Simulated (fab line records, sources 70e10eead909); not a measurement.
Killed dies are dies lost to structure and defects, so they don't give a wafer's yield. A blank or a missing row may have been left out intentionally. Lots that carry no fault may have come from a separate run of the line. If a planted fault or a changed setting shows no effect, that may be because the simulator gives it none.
Chamber matching + flow nand harc + NHARC_A_BLC_STRIP_29 on rie diel-04 has 4 sister chambers
The step strips in CF4. 8 wafers are shown with their chamber, then 12 later ones without.

WAFERS, EACH WITH ITS CHAMBER
| wafer  | chamber | showerhead plenum p Torr (Torr) | drypump motor current A (A) |
|--------|---------|---------------------------------|-----------------------------|
| L081.4 | 2       | 1.81                            | 5.4                         |
| L082.5 | 2       | 1.80                            | 5.4                         |
| L083.5 | 3       | 1.68                            | 6.6                         |
| L091.1 | 0       | 1.70                            | 6.0                         |
| L091.4 | 3       | 1.68                            | 6.7                         |
| L088.1 | 0       | 1.70                            | 5.9                         |
| L088.3 | 1       | 1.68                            | 5.6                         |
| L088.6 | 1       | 1.68                            | 5.6                         |

WAFERS WITH NO CHAMBER GIVEN
| wafer  | showerhead plenum p Torr (Torr) | drypump motor current A (A) |
|--------|---------------------------------|-----------------------------|
| L092.1 | 1.80                            | 5.4                         |
| L092.2 | 1.70                            | 5.9                         |
| L092.5 | 1.70                            | 5.9                         |
| L094.1 | 1.80                            | 5.4                         |
| L094.2 | 1.68                            | 5.5                         |
| L094.4 | 1.68                            | 6.6                         |
| L095.3 | 1.69                            | 5.9                         |
| L095.4 | 1.68                            | 5.5                         |
| L095.6 | 1.70                            | 5.9                         |
| L097.1 | 1.68                            | 6.7                         |
| L097.2 | 1.70                            | 5.9                         |
| L097.4 | 1.80                            | 5.4                         |

WHICH CHAMBER EACH ONE RAN IN
| wafer  | from the rows above | in truth |
|--------|---------------------|----------|
| L092.1 | 2                   | 2        |
| L092.2 | 0                   | 0        |
| L092.5 | 0                   | 0        |
| L094.1 | 2                   | 2        |
| L094.2 | 1                   | 1        |
| L094.4 | 3                   | 3        |
| L095.3 | 0                   | 0        |
| L095.4 | 1                   | 1        |
| L095.6 | 0                   | 0        |
| L097.1 | 3                   | 3        |
| L097.2 | 0                   | 0        |
| L097.4 | 2                   | 2        |
Correct placement for 12 of the 12. Left unplaced by these rows: 0. Placed wrongly: 0.
How it was worked out, from the rows above alone: a wafer's distance from a chamber is the root of the sum, over the readings, of the square of ((its reading less the chamber's mean) divided by the reading's scatter). If the next closest chamber is less than 2 further off than the closest, the wafer can't be placed; otherwise it belongs to the closest. For every chamber, the mean is computed from those of its wafers that are shown. The scatter is the square root of a quotient: the sum, over the shown wafers, of each reading's squared deviation from its chamber's mean, divided by wafers minus chambers.
